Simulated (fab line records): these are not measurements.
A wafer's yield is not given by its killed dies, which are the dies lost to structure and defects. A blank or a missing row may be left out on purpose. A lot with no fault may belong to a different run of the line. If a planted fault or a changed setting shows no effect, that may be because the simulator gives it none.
fab line records	flow n5_finfet
record lots=7	wafers=21
route steps=1938 shown BEOL_M13@1687 BEOL_M14@1738 BEOL_M15@1808 TV_LITHO@1879
start_h: hours from the record's opening day to when the first of the lot's shown wafers began	wait_h: hours elapsed since this lot's preceding step	" the same as in the row above	L1.1+2: a single row standing in for several wafers	- either no value or no given start	* or withheld: withheld	< > ~ a bound
route shown NAME@n: names a module that has steps shown in the file, with the first one's number in the route	usual: mean and standard deviation over wafers with no fault	same: alike in all rows	chamber/n: place in a boat	sites: the reading at each site	_std_site: the standard deviation of these	_edge_site: the outer-site mean with the inner-site mean subtracted	radius_mm: how far each site lies from the wafer's centre	mask NAME#n: copy n	behind: the last tool/chamber to shape the wafer	hold: the reason the lot was held/the length of the hold in hours/how it ended	device: the transistor (n, p or np) that didn't switch	end of line: tests run on the same wafers once the route is complete	a step given without rows: its recipe and nothing more	killed: not the wafer's yield, but the dies lost to structure and defects at the first sort	map: a wafer's dies, marking killed ones x, the rest . and places with no die _
set.NAME: the run value of the setting; set.NAME@STEP: its run value at that earlier step	model.NAME: the simulator's own value behind a step, which no gauge read
lots where settings were altered on purpose, with a table for each step and a row for each wafer
## steps
# step N5_BEOL_M13_DEVELOP_27
# recipe develop_time_s=45	rinse_liquid=diw	dry=air_spin	dev_temp_c=21
lot.wafer	tool	chamber	start_h	wait_h	set.develop_time_s
L074.1+3+4	litho_track-02	0	-	-	45
L079.1+3+4	litho_track-05	0	-	-	45
L078.1+2+5	litho_track-05	0	-	-	45
L084.1+2+4	litho_track-02	0	-	-	45
L085.3+5	litho_track-02	0	-	-	41.16
L085.4	"	0	"	"	45
L086.1+5	litho_track-02	0	-	-	45
L086.3	"	0	"	"	42.34
L089.3+5+6	litho_track-02	0	-	-	50.49
# step N5_BEOL_M13_HARDBAKE_32
# recipe temp_c=130	time_s=120
# step N5_BEOL_M13_CD_MEAS_28
# recipe target_cd_nm=209.5	landing_energy_ev=500	detector=se_inlens
# usual cd_nm=209.6/1.3
lot.wafer	tool	chamber	start_h	wait_h	set.dose_mj@BEOL_M13_EXPOSE_25	cd_nm
L074.1	cd_sem-03	0	226.29	-	22	208.7
L074.3	"	0	"	"	22	210.8
L074.4	"	0	"	"	22	210.5
L079.1	cd_sem-03	0	250.07	-	20.53	203.0
L079.3	"	0	"	"	22	207.6
L079.4	"	0	"	"	22	208.2
L078.1	cd_sem-01	0	252.37	-	22	208.8
L078.2	"	0	"	"	22	211.0
L078.5	"	0	"	"	22	208.2
L084.1	cd_sem-02	0	293.36	-	22	211.3
L084.2	"	0	"	"	22	208.8
L084.4	"	0	"	"	22	211.0
L085.3	cd_sem-01	0	302.86	-	22.63	212.3
L085.4	"	0	"	"	22	209.6
L085.5	"	0	"	"	22	209.5
L086.1	cd_sem-02	0	303.95	-	22	208.5
L086.3	"	0	"	"	22	209.3
L086.5	"	0	"	"	22	207.8
L089.3	cd_sem-03	0	334.54	-	23.15	216.8
L089.5	"	0	"	"	22	210.8
L089.6	"	0	"	"	22	210.7
# step N5_BEOL_M13_DESCUM_33
# recipe chemistry=O2	time_s=7.9	source_power_w=50	bias_power_w=20	pressure_mtorr=20	rf_frequency_hz=2.712e+07	temp_c=40	o2_flow_sccm=225
lot.wafer	tool	chamber	start_h	wait_h	set.dose_mj@BEOL_M13_EXPOSE_25	model.BEOL_M13.cd_nm
L074.1	rie_diel-04	2	226.68	0.3	22	208.4
L074.3	"	1	"	"	22	211
L074.4	"	3	"	"	22	210.2
L079.1	rie_diel-04	2	250.16	0.0	20.53	202.8
L079.3	"	0	"	"	22	207.4
L079.4	"	3	"	"	22	208.4
L078.1	rie_diel-02	3	252.80	0.4	22	208.6
L078.2	"	0	"	"	22	210.8
L078.5	"	3	"	"	22	208.4
L084.1	rie_diel-05	2	293.59	0.0	22	210.8
L084.2	"	0	"	"	22	208.8
L084.4	"	1	"	"	22	211.2
L085.3	rie_diel-02	1	302.94	0.0	22.63	212.4
L085.4	"	0	"	"	22	209.2
L085.5	"	1	"	"	22	209.6
L086.1	rie_diel-02	0	304.04	0.0	22	208.6
L086.3	"	2	"	"	22	209.2
L086.5	"	2	"	"	22	207.8
L089.3	rie_diel-02	1	334.78	0.2	23.15	216.6
L089.5	"	0	"	"	22	211
L089.6	"	2	"	"	22	210.6
# step N5_BEOL_M13_ETCH_67
# recipe chemistry=CF4	target=SiARC	target_depth_a=1430	time_s=238.3	ion_energy_ev=80	pressure_mtorr=40	source_w=545	bias_w=36	Ar_flow_sccm=100	cf4_flow_sccm=100	ends=cleared
# step N5_BEOL_M13_ETCH_68
# recipe chemistry=N2/H2	target=SOC	mask_material=SiARC	source_w=3000	bias_w=350	temp_c=40	time_s=355	ion_energy_ev=200	pressure_mtorr=30	n2_flow_sccm=200	h2_flow_sccm=200
# step N5_BEOL_M13_STRIP_69
# recipe chemistry=N2/H2	temp_c=40	n2_flow_sccm=200	h2_flow_sccm=200	rf_frequency_hz=6e+07
# step N5_BEOL_M13_TRENCH_ETCH_34
# recipe chemistry=C4F8/O2/Ar	target=SiOC	target_depth_a=4134.7	mask_material=SOC	pressure_mtorr=30	source_w=3000	bias_w=700	Ar_flow_sccm=400	C4F8_flow_sccm=15	O2_flow_sccm=8	he_inner_torr=15	he_outer_torr=30	time_s=162.6	ion_energy_ev=250
lot.wafer	tool	chamber	start_h	wait_h	set.dose_mj@BEOL_M13_EXPOSE_25	model.BEOL_M13.cd_nm
L074.1	rie_diel-04	2	227.08	0.0	22	210
L074.3	"	1	"	"	22	211.8
L074.4	"	3	"	"	22	211.6
L079.1	rie_diel-04	2	250.56	0.0	20.53	202
L079.3	"	0	"	"	22	208.2
L079.4	"	3	"	"	22	208.8
L078.1	rie_diel-02	3	253.21	0.0	22	210.2
L078.2+5	"	0,3	"	"	22	209.8
L084.1	rie_diel-05	2	293.99	0.0	22	211.4
L084.2	"	0	"	"	22	210.4
L084.4	"	1	"	"	22	213.4
L085.3	rie_diel-02	1	303.35	0.0	22.63	212.4
L085.4	"	0	"	"	22	209.4
L085.5	"	1	"	"	22	208.6
L086.1	rie_diel-02	0	304.44	0.0	22	208
L086.3	"	2	"	"	22	210.6
L086.5	"	2	"	"	22	209.2
L089.3	rie_diel-02	1	335.18	0.0	23.15	215
L089.5	"	0	"	"	22	211.6
L089.6	"	2	"	"	22	210.6
# step N5_BEOL_M13_STRIP_70
# recipe chemistry=C4F8/O2/Ar	resist=SiARC	rf_frequency_hz=6e+07
# step N5_BEOL_M13_STRIP_37
# recipe chemistry=N2/H2	power_w=1000	temp_c=250	h2_frac=0.65	overash_fraction=0.3	pressure_mtorr=withheld	n2_flow_sccm=1750	h2_flow_sccm=3250
# step N5_BEOL_M13_ETCH_38
# recipe chemistry=CF4/N2	target=SiCN	target_depth_a=675	taper_deg=2	time_s=71.9	ion_energy_ev=150	mask_material=SiO2	pressure_mtorr=40	source_w=430	bias_w=70	Ar_flow_sccm=100	cf4_flow_sccm=60	n2_flow_sccm=60
lot.wafer	tool	chamber	start_h	wait_h	set.dose_mj@BEOL_M13_EXPOSE_25	model.BEOL_M13.cd_nm
L074.1	rie_diel-04	3	227.62	-	22	210
L074.3+4	"	0,2	"	"	22	211.6
L079.1	rie_diel-02	1	250.86	-	20.53	202.2
L079.3	"	3	"	"	22	208
L079.4	"	0	"	"	22	208.6
L078.1	rie_diel-05	2	253.76	-	22	210
L078.2	"	3	"	"	22	209.6
L078.5	"	1	"	"	22	209.8
L084.1	rie_diel-04	2	299.89	-	22	211.4
L084.2	"	1	"	"	22	210.4
L084.4	"	0	"	"	22	213.2
L085.3	rie_diel-04	3	304.88	-	22.63	212.4
L085.4	"	1	"	"	22	209.4
L085.5	"	1	"	"	22	208.6
L086.1	rie_diel-05	3	305.13	-	22	208
L086.3	"	2	"	"	22	210.6
L086.5	"	0	"	"	22	209.2
L089.3	rie_diel-02	0	337.77	-	23.15	215
L089.5	"	2	"	"	22	211.8
L089.6	"	1	"	"	22	210.8
# step N5_BEOL_M14_COAT_66
# recipe resist=SiARC	temp_c=220	time_s=60	spin_rpm=1500	resist_thk_nm=110
lot.wafer	tool	chamber	start_h	wait_h	set.spin_rpm	model.SiARC_of_BEOL_M14_COAT_66.thk_nm
L074.1+3	litho_track-03	0	-	-	1500	110
L074.4	"	0	"	"	1500	110.2
L079.1	litho_track-05	0	-	-	1500	110.2
L079.3+4	"	0	"	"	1500	110
L078.1+2	litho_track-05	0	-	-	1500	110
L078.5	"	0	"	"	1500	110.2
L084.1	litho_track-01	0	-	-	1376	114.8
L084.2	"	0	"	"	1500	110
L084.4	"	0	"	"	1376	114.6
L085.3+5	litho_track-05	0	-	-	1500	110.2
L085.4	"	0	"	"	1373	115.2
L086.1	litho_track-05	0	-	-	1500	110.2
L086.3+5	"	0	"	"	1500	110.4
L089.3	litho_track-01	0	-	-	1449	111.4
L089.5	"	0	"	"	1500	109.8
L089.6	"	0	"	"	1449	111.8
# step N5_BEOL_M14_EXPOSE_25
# recipe mask_id=M14	na=0.8	source_shape=annular	sigma_inner=0.5	sigma_outer=0.8	polarization=unpolarized	target_cd_nm=280	dose_mj=26.6
lot.wafer	tool	chamber	start_h	wait_h	mask	set.dose_mj
L074.1+3+4	krf_scanner-01	0	230.45	-	M14#0	26.6
L079.1+3	krf_scanner-01	0	255.37	-	M14#0	27.89
L079.4	"	0	"	"	M14#0	26.6
L078.1+2+5	krf_scanner-01	0	257.21	-	M14#0	26.6
L084.1+2	krf_scanner-02	0	302.72	-	M14#0	26.6
L084.4	"	0	"	"	M14#0	28.37
L085.3+4	krf_scanner-02	0	308.19	-	M14#0	26.6
L085.5	"	0	"	"	M14#0	25.66
L086.1+5	krf_scanner-01	0	308.34	-	M14#0	26.6
L086.3	"	0	"	"	M14#0	25.96
L089.3+5+6	krf_scanner-02	0	341.19	-	M14#0	26.6
# step N5_BEOL_M14_PEB_26
# recipe peb_temp_c=130	peb_time_s=90
# step N5_BEOL_M14_DEVELOP_27
# recipe develop_time_s=45	rinse_liquid=diw	dry=air_spin	dev_temp_c=21
# step N5_BEOL_M14_HARDBAKE_32
# recipe temp_c=130	time_s=120
# step N5_BEOL_M14_CD_MEAS_28
# recipe target_cd_nm=284.4	landing_energy_ev=500	detector=se_inlens
# usual cd_nm=283.4/1.8
lot.wafer	tool	chamber	start_h	wait_h	set.dose_mj@BEOL_M14_EXPOSE_25	cd_nm
L074.1	cd_sem-03	0	230.62	-	26.6	283.0
L074.3	"	0	"	"	26.6	285.0
L074.4	"	0	"	"	26.6	285.2
L079.1	cd_sem-01	0	255.54	-	27.89	292.9
L079.3	"	0	"	"	27.89	292.8
L079.4	"	0	"	"	26.6	282.7
L078.1	cd_sem-02	0	257.38	-	26.6	280.7
L078.2	"	0	"	"	26.6	282.7
L078.5	"	0	"	"	26.6	281.7
L084.1	cd_sem-02	0	302.89	-	26.6	281.9
L084.2	"	0	"	"	26.6	281.4
L084.4	"	0	"	"	28.37	292.2
L085.3	cd_sem-03	0	308.35	-	26.6	283.0
L085.4	"	0	"	"	26.6	281.8
L085.5	"	0	"	"	25.66	277.5
L086.1	cd_sem-03	0	308.51	-	26.6	286.1
L086.3	"	0	"	"	25.96	279.7
L086.5	"	0	"	"	26.6	284.8
L089.3	cd_sem-01	0	341.35	-	26.6	287.2
L089.5	"	0	"	"	26.6	285.2
L089.6	"	0	"	"	26.6	287.1
# step N5_BEOL_M14_DESCUM_33
# recipe chemistry=O2	time_s=7.9	source_power_w=50	bias_power_w=20	pressure_mtorr=20	rf_frequency_hz=2.712e+07	temp_c=40	o2_flow_sccm=225
lot.wafer	tool	chamber	start_h	wait_h	set.dose_mj@BEOL_M14_EXPOSE_25	model.BEOL_M14.cd_nm
L074.1	rie_diel-06	1	230.93	0.3	26.6	283.2
L074.3	"	2	"	"	26.6	285
L074.4	"	3	"	"	26.6	285.2
L079.1	rie_diel-01	2	255.73	0.1	27.89	292.8
L079.3	"	1	"	"	27.89	293
L079.4	"	0	"	"	26.6	282.6
L078.1	rie_diel-06	3	257.47	0.0	26.6	280.6
L078.2	"	2	"	"	26.6	282.4
L078.5	"	3	"	"	26.6	281.2
L084.1	rie_diel-06	0	302.98	0.0	26.6	281.8
L084.2	"	3	"	"	26.6	281.4
L084.4	"	2	"	"	28.37	292.2
L085.3	rie_diel-03	3	308.44	0.0	26.6	283.2
L085.4	"	0	"	"	26.6	281.8
L085.5	"	1	"	"	25.66	277.6
L086.1	rie_diel-06	3	308.60	0.0	26.6	286
L086.3	"	2	"	"	25.96	279.4
L086.5	"	2	"	"	26.6	284.8
L089.3	rie_diel-06	1	341.43	0.0	26.6	287
L089.5	"	0	"	"	26.6	285.4
L089.6	"	1	"	"	26.6	287.2
# step N5_BEOL_M14_ETCH_67
# recipe chemistry=CF4	target=SiARC	target_depth_a=1430	time_s=238.3	ion_energy_ev=80	pressure_mtorr=40	source_w=545	bias_w=36	Ar_flow_sccm=100	cf4_flow_sccm=100	ends=cleared
lot.wafer	tool	chamber	start_h	wait_h	set.spin_rpm@BEOL_M14_COAT_66	set.dose_mj@BEOL_M14_EXPOSE_25	model.etch.depth_nm	model.BEOL_M14.cd_nm	model.coat_of_BEOL_M14_COAT_22.thk_nm
L074.1	rie_diel-06	1	230.97	0.0	1500	26.6	110	279	210
L074.3	"	2	"	"	1500	26.6	110	282	209
L074.4	"	3	"	"	1500	26.6	110.2	280.8	209.2
L079.1	rie_diel-01	2	255.76	0.0	1500	27.89	110.2	287.2	210.2
L079.3	"	1	"	"	1500	27.89	109.9	287.8	211.4
L079.4	"	0	"	"	1500	26.6	109.9	278.6	210.8
L078.1	rie_diel-06	3	257.51	0.0	1500	26.6	109.9	276	213
L078.2	"	2	"	"	1500	26.6	109.9	278.4	214
L078.5	"	3	"	"	1500	26.6	110.1	276.6	213
L084.1	rie_diel-06	0	303.02	0.0	1376	26.6	114.8	277.8	207.8
L084.2	"	3	"	"	1500	26.6	109.9	276.6	211.6
L084.4	"	2	"	"	1376	28.37	114.7	288	208
L085.3	rie_diel-03	3	308.47	0.0	1500	26.6	110.2	278.8	209.8
L085.4	"	0	"	"	1373	26.6	115.2	278.2	207.8
L085.5	"	1	"	"	1500	25.66	110.3	273.2	210.2
L086.1	rie_diel-06	3	308.63	0.0	1500	26.6	110.2	281.4	211
L086.3	"	2	"	"	1500	25.96	110.4	275.4	210.4
L086.5	"	2	"	"	1500	26.6	110.3	280.8	210.8
L089.3	rie_diel-06	1	341.47	0.0	1449	26.6	111.3	282.8	211.4
L089.5	"	0	"	"	1500	26.6	109.7	280.8	213.2
L089.6	"	1	"	"	1449	26.6	111.9	283	211
# step N5_BEOL_M14_ETCH_68
# recipe chemistry=N2/H2	target=SOC	mask_material=SiARC	source_w=3000	bias_w=350	temp_c=40	time_s=450	ion_energy_ev=200	pressure_mtorr=30	n2_flow_sccm=200	h2_flow_sccm=200
lot.wafer	tool	chamber	start_h	wait_h	set.spin_rpm@BEOL_M14_COAT_66	model.SiARC_of_BEOL_M14_COAT_66.thk_nm
L074.1	rie_diel-06	1	231.11	0.1	1500	64.8
L074.3	"	2	"	"	1500	65.2
L074.4	"	3	"	"	1500	65.6
L079.1	rie_diel-01	2	255.91	0.1	1500	66
L079.3	"	1	"	"	1500	65
L079.4	"	0	"	"	1500	65.8
L078.1+5	rie_diel-06	3	257.65	0.1	1500	65.8
L078.2	"	2	"	"	1500	65
L084.1	rie_diel-06	0	303.16	0.1	1376	70.4
L084.2	"	3	"	"	1500	65.2
L084.4	"	2	"	"	1376	69.6
L085.3+5	rie_diel-03	0	308.62	0.1	1500	64.6
L085.4	"	3	"	"	1373	69.4
L086.1	rie_diel-06	3	308.78	0.1	1500	65.8
L086.3	"	2	"	"	1500	65.6
L086.5	"	2	"	"	1500	65.4
L089.3	rie_diel-06	1	341.62	0.1	1449	66.2
L089.5	"	0	"	"	1500	65.4
L089.6	"	1	"	"	1449	66.6
# step N5_BEOL_M15_ETCH_61
# recipe chemistry=N2/H2	target=BARC	target_depth_a=890	overetch_a=267	time_s=67.9	ion_energy_ev=200	pressure_mtorr=30	source_w=840	bias_w=150	n2_flow_sccm=200	h2_flow_sccm=200
lot.wafer	tool	chamber	start_h	wait_h	set.time_s	model.coat_of_BEOL_M15_COAT_22.thk_nm
L074.1	rie_diel-04	1	237.22	0.0	67.9	718.2
L074.3	"	3	"	"	67.9	717.4
L074.4	"	0	"	"	67.9	720.8
L079.1	rie_diel-02	0	263.81	0.0	67.9	721
L079.3	"	2	"	"	67.9	720.2
L079.4	"	1	"	"	67.9	716.8
L078.1	rie_diel-02	2	268.37	0.0	79.26	706.8
L078.2	"	0	"	"	67.9	718.2
L078.5	"	0	"	"	67.9	717.8
L084.1	rie_diel-05	1	310.55	0.0	56.02	729.8
L084.2	"	0	"	"	67.9	717.4
L084.4	"	2	"	"	56.02	734
L085.3	rie_diel-05	3	316.75	0.0	82.05	707
L085.4	"	0	"	"	67.9	720.4
L085.5	"	3	"	"	67.9	719
L086.1	rie_diel-02	3	316.97	0.0	67.9	718.4
L086.3	"	2	"	"	63.05	724.8
L086.5	"	1	"	"	63.05	724.2
L089.3	rie_diel-02	0	347.09	0.0	62.53	726.2
L089.5	"	0	"	"	67.9	721.8
L089.6	"	2	"	"	62.53	724.2
# step N5_BEOL_M15_TRENCH_ETCH_34
# recipe chemistry=C4F8/O2/Ar	target=SiO2	target_depth_a=8729.3	he_inner_torr=15	he_outer_torr=30	time_s=199	ion_energy_ev=800	pressure_mtorr=20	source_w=1905	bias_w=2040	Ar_flow_sccm=400	C4F8_flow_sccm=16	O2_flow_sccm=12
# usual rf_vpp_V=2221/24
lot.wafer	tool	chamber	start_h	wait_h	set.bias_w	set.time_s@BEOL_M15_ETCH_61	rf_vpp_V	model.coat_of_BEOL_M15_COAT_22.thk_nm
L074.1	rie_diel-04	1	237.27	0.0	2040	67.9	2254	543
L074.3	"	3	"	"	2040	67.9	2243	536
L074.4	"	0	"	"	2040	67.9	2239	550.2
L079.1	rie_diel-02	0	263.86	0.0	2040	67.9	2245	547.8
L079.3	"	2	"	"	2040	67.9	2228	546.2
L079.4	"	1	"	"	2040	67.9	2221	541.8
L078.1	rie_diel-02	2	268.42	0.0	2366	79.26	2465	525
L078.2	"	0	"	"	2040	67.9	2245	545
L078.5	"	0	"	"	2040	67.9	2245	545.2
L084.1	rie_diel-05	1	310.60	0.0	2040	56.02	2163	551.6
L084.2	"	0	"	"	2208	67.9	2353	536.4
L084.4	"	2	"	"	2208	56.02	2301	558.4
L085.3	rie_diel-05	3	316.81	0.0	2297	82.05	2385	522.6
L085.4	"	0	"	"	2297	67.9	2420	538.4
L085.5	"	3	"	"	2040	67.9	2198	540
L086.1	rie_diel-02	3	317.02	0.0	2040	67.9	2202	547.2
L086.3	"	2	"	"	2040	63.05	2225	552.4
L086.5	"	1	"	"	2040	63.05	2222	548.6
L089.3	rie_diel-02	0	347.14	0.0	2040	62.53	2245	555.6
L089.5	"	0	"	"	2040	67.9	2244	549.2
L089.6	"	2	"	"	2040	62.53	2226	553.2
# step N5_PASSIVATION_EXPOSE_07
# recipe mask_id=TV	na=0.55	source_shape=conventional	sigma_outer=0.8	polarization=unpolarized	defocus_nm=0	target_cd_nm=3000	dose_mj=22.75
lot.wafer	tool	chamber	start_h	wait_h	mask	set.dose_mj
L074.1+3+4	krf_scanner-01	0	253.94	-	TV#0	22.75
L079.1+4	krf_scanner-01	0	276.86	-	TV#0	22.75
L079.3	"	0	"	"	TV#0	21.2
L078.1+2+5	krf_scanner-02	0	283.00	-	TV#0	22.75
L084.1+2+4	krf_scanner-02	0	319.88	-	TV#0	21.88
L085.3	krf_scanner-02	0	324.55	-	TV#0	23.7
L085.4+5	"	0	"	"	TV#0	22.75
L086.1+5	krf_scanner-02	0	325.07	-	TV#0	22.75
L086.3	"	0	"	"	TV#0	23.83
L089.3+5	krf_scanner-01	0	358.20	-	TV#0	22.75
L089.6	"	0	"	"	TV#0	24.35
# step N5_PASSIVATION_PEB_08
# recipe peb_temp_c=withheld	peb_time_s=*
# step N5_PASSIVATION_DEVELOP_09
# recipe develop_time_s=60	rinse_liquid=diw	dry=air_spin	dev_temp_c=21
# step N5_PASSIVATION_HARDBAKE_11
# recipe temp_c=130	time_s=120
# step N5_PASSIVATION_CD_MEAS_10
# recipe target_cd_nm=3000	landing_energy_ev=500	detector=se_inlens
# usual cd_nm=3000.2/2.1
lot.wafer	tool	chamber	start_h	wait_h	set.dose_mj@PASSIVATION_EXPOSE_07	cd_nm
L074.1	cd_sem-03	0	254.12	-	22.75	3002.1
L074.3	"	0	"	"	22.75	2999.9
L074.4	"	0	"	"	22.75	3001.9
L079.1	cd_sem-02	0	277.04	-	22.75	3001.1
L079.3	"	0	"	"	21.2	2982.0
L079.4	"	0	"	"	22.75	2998.3
L078.1	cd_sem-03	0	283.17	-	22.75	3003.0
L078.2	"	0	"	"	22.75	3001.9
L078.5	"	0	"	"	22.75	2998.4
L084.1	cd_sem-03	0	320.05	-	21.88	2991.8
L084.2	"	0	"	"	21.88	2993.7
L084.4	"	0	"	"	21.88	2989.6
L085.3	cd_sem-03	0	324.72	-	23.7	3010.7
L085.4	"	0	"	"	22.75	2999.6
L085.5	"	0	"	"	22.75	2998.9
L086.1	cd_sem-03	0	325.25	-	22.75	2998.4
L086.3	"	0	"	"	23.83	3011.8
L086.5	"	0	"	"	22.75	2996.8
L089.3	cd_sem-03	0	358.37	-	22.75	3003.1
L089.5	"	0	"	"	22.75	2998.7
L089.6	"	0	"	"	24.35	3013.0
## key
split step=N5_BEOL_M13_DEVELOP_27	setting=develop_time_s	stated=45	by=wafer
response none clear
split step=N5_BEOL_M14_COAT_66	setting=spin_rpm	stated=1500	by=wafer
response step=N5_BEOL_M14_COAT_66	reading=model.SiARC_of_BEOL_M14_COAT_66.thk_nm	change=-0.576	per=1%	r=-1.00
response step=N5_BEOL_M14_ETCH_67	reading=model.etch.depth_nm	change=-0.581	per=1%	r=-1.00
response step=N5_BEOL_M14_ETCH_67	reading=model.coat_of_BEOL_M14_COAT_22.thk_nm	change=+0.37	per=1%	r=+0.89
response step=N5_BEOL_M14_ETCH_68	reading=model.SiARC_of_BEOL_M14_COAT_66.thk_nm	change=-0.552	per=1%	r=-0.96
split step=N5_BEOL_M14_EXPOSE_25	setting=dose_mj	stated=26.6	by=wafer
response step=N5_BEOL_M14_CD_MEAS_28	reading=cd_nm	change=+1.75	per=1%	r=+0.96
response step=N5_BEOL_M14_DESCUM_33	reading=model.BEOL_M14.cd_nm	change=+1.77	per=1%	r=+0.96
response step=N5_BEOL_M14_ETCH_67	reading=model.BEOL_M14.cd_nm	change=+1.71	per=1%	r=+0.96
split step=N5_BEOL_M15_ETCH_61	setting=time_s	stated=67.9	by=wafer
response step=N5_BEOL_M15_ETCH_61	reading=model.coat_of_BEOL_M15_COAT_22.thk_nm	change=-0.685	per=1%	r=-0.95
response step=N5_BEOL_M15_TRENCH_ETCH_34	reading=model.coat_of_BEOL_M15_COAT_22.thk_nm	change=-0.946	per=1%	r=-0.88
split step=N5_BEOL_M15_TRENCH_ETCH_34	setting=bias_w	stated=2040	by=wafer
response step=N5_BEOL_M15_TRENCH_ETCH_34	reading=rf_vpp_V	change=+15.4	per=1%	r=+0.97
split step=N5_PASSIVATION_EXPOSE_07	setting=dose_mj	stated=22.75	by=wafer
response step=N5_PASSIVATION_CD_MEAS_10	reading=cd_nm	change=+2.36	per=1%	r=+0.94
split outside_this_file step=N5_BEOL_M13_EXPOSE_25 setting=dose_mj
# split outside_this_file: this setting was split too, and the file shows its column; the key of that split is in another file
